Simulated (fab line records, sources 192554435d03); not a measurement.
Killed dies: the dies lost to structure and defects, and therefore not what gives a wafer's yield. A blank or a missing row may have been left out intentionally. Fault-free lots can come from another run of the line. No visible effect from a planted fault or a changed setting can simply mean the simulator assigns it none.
Comparing a struck lot with a sound one / flow n5-finfet / 38 out of 1938 route steps
Sound: wafers L455.3, L455.4, L455.6. Wafers struck: L448.3, L448.4, L448.6. Last of all comes the cause.
At each step with rows: each side's tool, then ch and its chambers, then its first start. Under that, the readings that differ: sound wafers / struck wafers / difference of the means / sigmas: that difference in standard deviations of wafers without a fault.
alike: readings with means less than 2 such deviations apart, plus words and numbers identical on both sides. not compared: withheld readings, readings lacking a value on some wafer, bounds such as >300 that could conceal the same value, and numbers that have no deviation in the record and whose values overlap.
The two part at a step that has a row with sigmas, a row that says differs or no value, or rows on one side only. Numbers that don't overlap but have no deviation are shown without sigmas and don't part them. A reading missing from all wafers of one side parts the sides only when that side holds two or more wafers.

first, 9 steps without rows for these wafers: N5_BEOL_M4_ANNEAL_95 (time 240 s); N5_BEOL_M4_SPUTTER_96 (material Cu, target thk 4.5 nm, time 8.29 s); N5_BEOL_M4_ECD_50 (material Cu, target thk 300 nm); N5_BEOL_M4_ANNEAL_51 (time 90 s); N5_BEOL_M4_CMP_52 (polishes, stops on SiOC, t overpolish 6.8 s, target thk 40 nm); N5_BEOL_M4_PRE_CLEAN_60 (time 15 s); N5_BEOL_M4_CO_CAP_55 (material Co, precursor CCTBA/H2, target thk 2 nm, time 102.1 s); N5_BEOL_M4_PRE_CLEAN_56 (time 15 s); N5_BEOL_M4_DEP_57 (deposits SiCN from 3MS/NH3, target thk 8 nm, time 14 s).
N5_BEOL_M4_RC_MEAS_101:
  sound on prober-02 ch 0, day 14 00:41; struck on prober-01 ch 0, day 11 05:25
reading=ION_P (uA/um); sound=450 451 448; struck=466 486 485; difference=+29; sigmas=+3
reading=VT_P (mV); sound=-259 -259 -262; struck=-247 -243 -243; difference=+16; sigmas=+3
  alike: DIBL_N, DIBL_P, IOFF_N, IOFF_P, ION_N, SS_N, SS_P, VT_N
then, 24 steps without rows for these wafers: N5_BEOL_M5_ILD_DEP_00 (deposits SiCOH lowk from DEMS/porogen, target thk 140.64 nm, time 25.9 s); N5_BEOL_M5_CURE_79 (cures SiCOH lowk, time 240 s); N5_BEOL_M5_PECVD_70 (deposits SiO2 from TEOS/O2, target thk 16 nm, time 18 s); N5_BEOL_M5_HM_DEP_02 (deposits TiN, target thk 20 nm); N5_BEOL_M5_COAT_59 (time 60 s, resist thk 60 nm); N5_BEOL_M5_COAT_60 (time 60 s, resist thk 12 nm); N5_BEOL_M5_COAT_71 (time 60 s, resist thk 5 nm); N5_BEOL_M5_COAT_05 (resist thk 30 nm); N5_BEOL_M5_EBR_07; N5_BEOL_M5_SOFTBAKE_06 (time 60 s); N5_BEOL_M5_EXPOSE_08 (exposes mask M5, target cd 28 nm); N5_BEOL_M5_PEB_09 (peb time 60 s); N5_BEOL_M5_DEVELOP_10 (develop time 30 s); N5_BEOL_M5_DESCUM_16 (chemistry O2, time 7 s); N5_BEOL_M5_ETCH_72 (etches underlayer in N2/H2, target depth 6.5 nm, time 5.2 s); N5_BEOL_M5_ETCH_61 (etches SiARC in CF4, target depth 15.6 nm, time 26 s); N5_BEOL_M5_ETCH_62 (etches SOC in N2/H2, target depth 75 nm, overetch 15 nm, time 112.5 s); N5_BEOL_M5_STRIP_63 (strips in N2/H2); N5_BEOL_M5_STRIP_73 (strips in N2/H2); N5_BEOL_M5_STRIP_64 (strips in CF4); N5_BEOL_M5_HM_OPEN_17 (chemistry Cl2/BCl3, target TiN, target depth 20 nm, overetch 6 nm); N5_BEOL_M5_STRIP_19 (strips in O2); N5_BEOL_M5_COAT_65 (time 60 s, resist thk 60 nm); N5_BEOL_M5_COAT_66 (time 60 s, resist thk 12 nm).
-- a jump in the record: the struck wafers' starts before and after are 2 days apart (it breaks off in module BEOL_M5 and resumes in module BEOL_M10, where the first step shown is number 1492 of the route) --
N5_BEOL_M10_STRIP_19: strips in O2.
  sound on rie-diel-04 ch 0,1, day 16 05:55; struck on rie-diel-04 ch 0,2,3, day 13 09:53
  no value came back on the struck wafers for any of 8 readings (bias-power-w (W), chamber-pressure-mTorr (mTorr) and others); on the sound wafers bias-power-w (W) reads 0 0 0
reading=model.SOC_of_BEOL_M10_COAT_59.thk-nm (nm); sound=0 0 0; struck=92 92.8 91.8; difference=+92; sigmas=
  not compared: rf-hours-counter-h
N5_BEOL_M10_ETCH_66: etches SOC in N2/H2, target depth 120 nm, overetch 24 nm, time 180 s.
  sound on rie-diel-05 ch 0,2, day 16 10:00; struck on rie-diel-06 ch 0,1,3, day 13 11:02
reading=bias-w (W); sound=150.3 150.4 150.4; struck=150.2 149.0 148.8; difference=-1.0; sigmas=-2
reading=model.etch.depth-nm (nm); sound=99.52 99.79 99.99; struck=139.8 150 143.5; difference=+44.7; sigmas=
  alike: chamber-pressure-mTorr, drypump-motor-current-A, oes-product-au, rf-vpp-V, showerhead-plenum-p-Torr, temp-c, throttle-valve-pct
  not compared: rf-hours-counter-h
N5_BEOL_M10_VIA_ETCH_34: etches SiCOH lowk in C4F6/O2, target depth 184.5 nm, time 69.2 s.
  sound on rie-diel-05 ch 0,2, day 16 10:07; struck on rie-diel-06 ch 0,1,3, day 13 11:10
reading=oes-product-au (a.u.); sound=0.76 0.77 0.76; struck=0.27 0.30 0.26; difference=-0.49; sigmas=-7
  alike: bias-w, chamber-pressure-mTorr, drypump-motor-current-A, oes_o_777_au, rf-vpp-V, showerhead-plenum-p-Torr, throttle-valve-pct
  not compared: rf-hours-counter-h
-- here the record skips 2 days between the struck wafers' starts before and after, leaving off in module BEOL_M10 and picking up in module PASSIVATION (first step shown: number 1936 of the route) --
N5_PASSIVATION_PROBE_49:
  sound: prober-01 at day 18 11:06; struck: prober-01 at day 15 14:26
reading=defect-limited-yield (%); sound=90.4 90.9 89.6; struck=0 0 0; difference=-90; sigmas=-64
reading=killed_at_M4_up; sound=12 16 10; struck=1101 1100 1090; difference=+1084; sigmas=+99 or more
reading=killed-at-front-end; sound=58 34 49; struck=19 21 21; difference=-27; sigmas=-2
reading=killed-dies; sound=113 107 123; struck=1180 1180 1180; difference=+1066; sigmas=+63
reading=killed-on-rim; sound=11 14 17; struck=152 152 152; difference=+138; sigmas=+34
reading=sort_bin_5_function (%); sound=5.0 4.8 5.8; struck=97.5 97.5 96.2; difference=+91.9; sigmas=+97
reading=sort_bin_6_memory (%); sound=4.3 3.6 4.2; struck=2.5 2.2 3.2; difference=-1.4; sigmas=-2
reading=sort-n-pass; sound=1067 1073 1057; struck=0 0 0; difference=-1066; sigmas=-63
reading=sort-yield-pct (%); sound=90.4 90.9 89.6; struck=0 0 0; difference=-90; sigmas=-60
  alike: killed_at_M0_to_M3, killed-at-contacts, killed-at-other, killed-open, killed-short

== WHERE THEY PART ==
Last at N5_PASSIVATION_PROBE_49 as far as this record goes, first at N5_BEOL_M4_RC_MEAS_101.

WHY: what the simulator had put in
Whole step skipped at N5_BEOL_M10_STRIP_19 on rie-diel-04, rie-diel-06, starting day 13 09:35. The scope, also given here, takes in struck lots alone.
